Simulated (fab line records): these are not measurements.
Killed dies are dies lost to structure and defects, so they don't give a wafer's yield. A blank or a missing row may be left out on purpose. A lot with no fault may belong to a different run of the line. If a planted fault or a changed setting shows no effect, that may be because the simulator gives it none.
Matching of chambers || flow nand-harc || NHARC_A_CONTACT_DESCUM_13 on rie-diel-08 has 4 sister chambers
The step chemistry O2, time 3 s. 14 wafers are shown with their chamber, then 6 later ones without.

## EACH WAFER AND ITS CHAMBER
{"wafer": "L808.3", "chamber": 1, "drypump-motor-current-A (A)": 5.8, "showerhead-plenum-p-Torr (Torr)": 1.94, "oes-product-au (a.u.)": 0.977}
{"wafer": "L808.4", "chamber": 0, "drypump-motor-current-A (A)": 6.8, "showerhead-plenum-p-Torr (Torr)": 1.97, "oes-product-au (a.u.)": 1.000}
{"wafer": "L808.5", "chamber": 3, "drypump-motor-current-A (A)": 5.3, "showerhead-plenum-p-Torr (Torr)": 1.82, "oes-product-au (a.u.)": 1.015}
{"wafer": "L810.2", "chamber": 0, "drypump-motor-current-A (A)": 6.8, "showerhead-plenum-p-Torr (Torr)": 1.97, "oes-product-au (a.u.)": 1.008}
{"wafer": "L810.5", "chamber": 0, "drypump-motor-current-A (A)": 6.8, "showerhead-plenum-p-Torr (Torr)": 1.97, "oes-product-au (a.u.)": 1.014}
{"wafer": "L810.6", "chamber": 1, "drypump-motor-current-A (A)": 5.7, "showerhead-plenum-p-Torr (Torr)": 1.94, "oes-product-au (a.u.)": 0.991}
{"wafer": "L818.1", "chamber": 1, "drypump-motor-current-A (A)": 5.8, "showerhead-plenum-p-Torr (Torr)": 1.94, "oes-product-au (a.u.)": 1.001}
{"wafer": "L818.2", "chamber": 2, "drypump-motor-current-A (A)": 5.4, "showerhead-plenum-p-Torr (Torr)": 1.84, "oes-product-au (a.u.)": 1.011}
{"wafer": "L820.1", "chamber": 1, "drypump-motor-current-A (A)": 5.8, "showerhead-plenum-p-Torr (Torr)": 1.94, "oes-product-au (a.u.)": 0.988}
{"wafer": "L820.4", "chamber": 2, "drypump-motor-current-A (A)": 5.4, "showerhead-plenum-p-Torr (Torr)": 1.84, "oes-product-au (a.u.)": 1.000}
{"wafer": "L820.6", "chamber": 1, "drypump-motor-current-A (A)": 5.8, "showerhead-plenum-p-Torr (Torr)": 1.94, "oes-product-au (a.u.)": 0.984}
{"wafer": "L825.1", "chamber": 1, "drypump-motor-current-A (A)": 5.7, "showerhead-plenum-p-Torr (Torr)": 1.93, "oes-product-au (a.u.)": 0.993}
{"wafer": "L825.4", "chamber": 0, "drypump-motor-current-A (A)": 6.8, "showerhead-plenum-p-Torr (Torr)": 1.96, "oes-product-au (a.u.)": 1.009}
{"wafer": "L825.5", "chamber": 0, "drypump-motor-current-A (A)": 6.8, "showerhead-plenum-p-Torr (Torr)": 1.96, "oes-product-au (a.u.)": 1.012}

SIGNATURES (means of the wafers above)
{"reading": "drypump-motor-current-A", "chamber 0": 6.800, "chamber 1": 5.767, "chamber 2": 5.400, "chamber 3": 5.300, "scatter within a chamber": 0.0365}
{"reading": "showerhead-plenum-p-Torr", "chamber 0": 1.9660, "chamber 1": 1.9383, "chamber 2": 1.8400, "chamber 3": 1.8200, "scatter within a chamber": 0.00451}
{"reading": "oes-product-au", "chamber 0": 1.00860, "chamber 1": 0.98900, "chamber 2": 1.00550, "chamber 3": 1.01500, "scatter within a chamber": 0.00714}
Rule: distance of a wafer from a chamber = root of the sum over the readings of ((wafer's reading minus chamber's mean) / reading's scatter) squared. The wafer belongs to the nearest chamber; if the next one is less than 2 further off, it can't be placed. How the scatter is found: for the shown wafers, subtract from each reading the mean of its chamber, square and add these, divide the total by (wafers less chambers), then take the root.

## WAFERS WHOSE CHAMBER IS MISSING
{"wafer": "L827.1", "drypump-motor-current-A (A)": 5.8, "showerhead-plenum-p-Torr (Torr)": 1.93, "oes-product-au (a.u.)": 0.998}
{"wafer": "L827.4", "drypump-motor-current-A (A)": 5.4, "showerhead-plenum-p-Torr (Torr)": 1.81, "oes-product-au (a.u.)": 1.004}
{"wafer": "L827.5", "drypump-motor-current-A (A)": 6.8, "showerhead-plenum-p-Torr (Torr)": 1.96, "oes-product-au (a.u.)": 1.007}
{"wafer": "L831.1", "drypump-motor-current-A (A)": 5.3, "showerhead-plenum-p-Torr (Torr)": 1.81, "oes-product-au (a.u.)": 1.006}
{"wafer": "L831.2", "drypump-motor-current-A (A)": 6.8, "showerhead-plenum-p-Torr (Torr)": 1.96, "oes-product-au (a.u.)": 1.001}
{"wafer": "L831.6", "drypump-motor-current-A (A)": 6.8, "showerhead-plenum-p-Torr (Torr)": 1.96, "oes-product-au (a.u.)": 1.000}

## CHAMBER TAKEN BY EACH
{"wafer": "L827.1", "from the rows above": 1, "in truth": 1}
{"wafer": "L827.4", "from the rows above": 3, "in truth": 3}
{"wafer": "L827.5", "from the rows above": 0, "in truth": 0}
{"wafer": "L831.1", "from the rows above": 3, "in truth": 3}
{"wafer": "L831.2", "from the rows above": 0, "in truth": 0}
{"wafer": "L831.6", "from the rows above": 0, "in truth": 0}
Placed correctly: 6 of 6. From these rows, 0 cannot be placed. 0 placed wrongly.
